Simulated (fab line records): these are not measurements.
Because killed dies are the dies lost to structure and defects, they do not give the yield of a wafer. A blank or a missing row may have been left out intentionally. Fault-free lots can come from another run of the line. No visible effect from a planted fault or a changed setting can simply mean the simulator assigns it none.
Code-filled problem report in 8D (eight disciplines) form :: flow n5 finfet :: the parts of the form that need people (team, actions taken, sign-off) are left out

## 1. THE ISSUE
run length s at N5_BEOL_M7_VIA_ETCH_34 reads a mean of 70.2 s on 2 wafers of 2 lots; wafers without a fault read 73.9 s with a standard deviation of 0.39. Relative to the usual mean, that is a shift of -9.5 standard deviations.
The step: etches SiCOH lowk in C4F6/O2, target depth 125.5 nm, time 50.5 s.
The first sign was on wafer L635.1 at day 14 00:47, on rie diel-03. Wafers with a number at this step in the record: 17, from 6 lots. Rule for "out", or "out of limits": more than 4 standard deviations from the usual mean. The other wafers with a number count as sound.

## 2. WHAT IT IS AND WHAT IT IS NOT
question: which readings at this step
is: run length s
is not: drypump motor current A, oes_ar_750_au, oes_o_777_au, oes product au, rf vpp V, showerhead plenum p Torr, throttle valve pct

question: which lots
is: L634, L635
is not: L622, L631, L639, L643

question: which wafers of those lots
is: L634.1, L635.1
is not: L634.3, L634.4, L635.2

question: read on which tools
is: rie diel-03
is not: rie diel-01, rie diel-04

question: when
is: from day 14 00:47
is not: up to then (7 sound wafers); but 8 sound wafers of L634, L639, L643 came after

## 3. WHAT RULES OUT EACH SUSPECT
Counting: any tool at a process step up to the reading remains a suspect provided it ran every lot that is out. Sound lots after the first of them don't rule it out here, since some wafers of a struck lot are sound.
- rie diel-03 at N5_BEOL_M7_DESCUM_33 (chemistry O2, time 7 s): kept. Ran every lot that is out, first one L635 (day 14 00:36); last sound lot up to then L631 (day 12 17:59).
- rie diel-03 at N5_BEOL_M7_ETCH_72 (etches underlayer in N2/H2, target depth 6.5 nm, time 5.2 s): kept. Ran every lot that is out, first one L635 (day 14 00:38); last sound lot up to then L631 (day 12 18:01).
- rie diel-03 at N5_BEOL_M7_ETCH_65 (etches SiARC in CF4, target depth 15.6 nm, time 26 s): kept. Ran every lot that is out, first one L635 (day 14 00:40); last sound lot up to then L631 (day 12 18:02).
- rie diel-03 at N5_BEOL_M7_ETCH_66 (etches SOC in N2/H2, target depth 80 nm, overetch 16 nm, time 120 s): kept. Ran every lot that is out, first one L635 (day 14 00:41); last sound lot up to then L631 (day 12 18:04).
- rie diel-03 at N5_BEOL_M7_VIA_ETCH_34 (etches SiCOH lowk in C4F6/O2, target depth 125.5 nm, time 50.5 s): kept. Ran every lot that is out, first one L635 (day 14 00:47); last sound lot up to then L631 (day 12 18:10). On those wafers its own readings are out: run length s.
- rie diel-03, N5_BEOL_M7_DESCUM_33: wafers that are out in chamber 2, sound lot-mates in chambers 0, 1, 3.
- rie diel-03, N5_BEOL_M7_ETCH_72: wafers that are out in chamber 2, sound lot-mates in chambers 0, 1, 3.
- rie diel-03, N5_BEOL_M7_ETCH_65: wafers that are out in chamber 2, sound lot-mates in chambers 0, 1, 3.
- rie diel-03, N5_BEOL_M7_ETCH_66: wafers that are out in chamber 2, sound lot-mates in chambers 0, 1, 3.
- rie diel-03, N5_BEOL_M7_VIA_ETCH_34: wafers that are out in chamber 2, sound lot-mates in chambers 0, 1, 3.
Left after counting: rie diel-03 at N5_BEOL_M7_DESCUM_33, rie diel-03 at N5_BEOL_M7_ETCH_72, rie diel-03 at N5_BEOL_M7_ETCH_65, rie diel-03 at N5_BEOL_M7_ETCH_66, rie diel-03 at N5_BEOL_M7_VIA_ETCH_34.

## 4. THE CAUSE (what the simulator had put in)
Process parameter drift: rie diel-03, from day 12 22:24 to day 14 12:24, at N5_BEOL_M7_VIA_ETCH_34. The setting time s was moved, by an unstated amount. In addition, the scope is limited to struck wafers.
This tool is one of the 5 suspects left after counting.

## 5. THE EFFECT CHAIN, in route order
One row per reading whose mean, taken over the struck wafers that have a number, lies over 3 standard deviations from the usual. Readings are gone through only where the record gives a usual standard deviation; hours: the median, over the lots, of the time from a lot's start at the first step in this table giving one to that lot's start at this step; sigmas: the change measured in usual standard deviations.
hours: 0
step: N5_BEOL_M7_VIA_ETCH_34
reading: run length s
usual: 73.9 s
on struck wafers: 70.2
change: -3.7
sigmas: -9.5
Process steps it contains:
- N5_BEOL_M7_VIA_ETCH_34: etches SiCOH lowk in C4F6/O2, target depth 125.5 nm, time 50.5 s.

## 6. HOW IT WOULD HAVE BEEN CAUGHT EARLIER
In this record no reading fell out of limits until day 14 00:47, 26 hours after the fault had begun at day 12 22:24.
